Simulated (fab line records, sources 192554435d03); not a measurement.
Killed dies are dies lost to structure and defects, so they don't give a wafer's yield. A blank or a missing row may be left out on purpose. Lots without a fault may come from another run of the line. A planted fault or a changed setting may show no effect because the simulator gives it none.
Chamber matching | flow n5_finfet | N5_HKMG_FIN_STRIP_34 on rie_diel-03: 3 sister chambers
The step strips in CF4. 3 wafers are shown with their chamber, then 5 later ones without.

WAFERS WITH THEIR CHAMBER
wafer  | chamber | showerhead_plenum_p_Torr (Torr)
L093.3 | 3       | 1.80
L095.2 | 1       | 1.83
L095.3 | 2       | 1.83

WAFERS WITHOUT THEIR CHAMBER
wafer  | showerhead_plenum_p_Torr (Torr)
L097.2 | 1.79
L097.4 | 1.83
L097.5 | 1.83
L096.1 | 1.83
L096.2 | 1.79

WHICH CHAMBER EACH WENT THROUGH
wafer  | from the rows above     | in truth
L097.2 | 3                       | 3
L097.4 | can't be placed: 1 or 2 | 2
L097.5 | can't be placed: 1 or 2 | 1
L096.1 | can't be placed: 1 or 2 | 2
L096.2 | 3                       | 3
Placed correctly: 2 of 5. Can't be placed from these rows: 3 (the true chamber is among the candidates in 3). Placed wrongly: 0.
How it was worked out, from the rows above alone: a wafer's distance from a chamber is the root of the sum, over the readings, of the square of ((its reading less the chamber's mean) divided by the reading's scatter). The wafer belongs to the nearest chamber; if the next one is less than 2 further off, it can't be placed. A chamber's mean is the mean of its shown wafers. The scatter: with one shown wafer a chamber, the root of the mean of the squares of how far each hidden wafer lies from its nearest shown one.
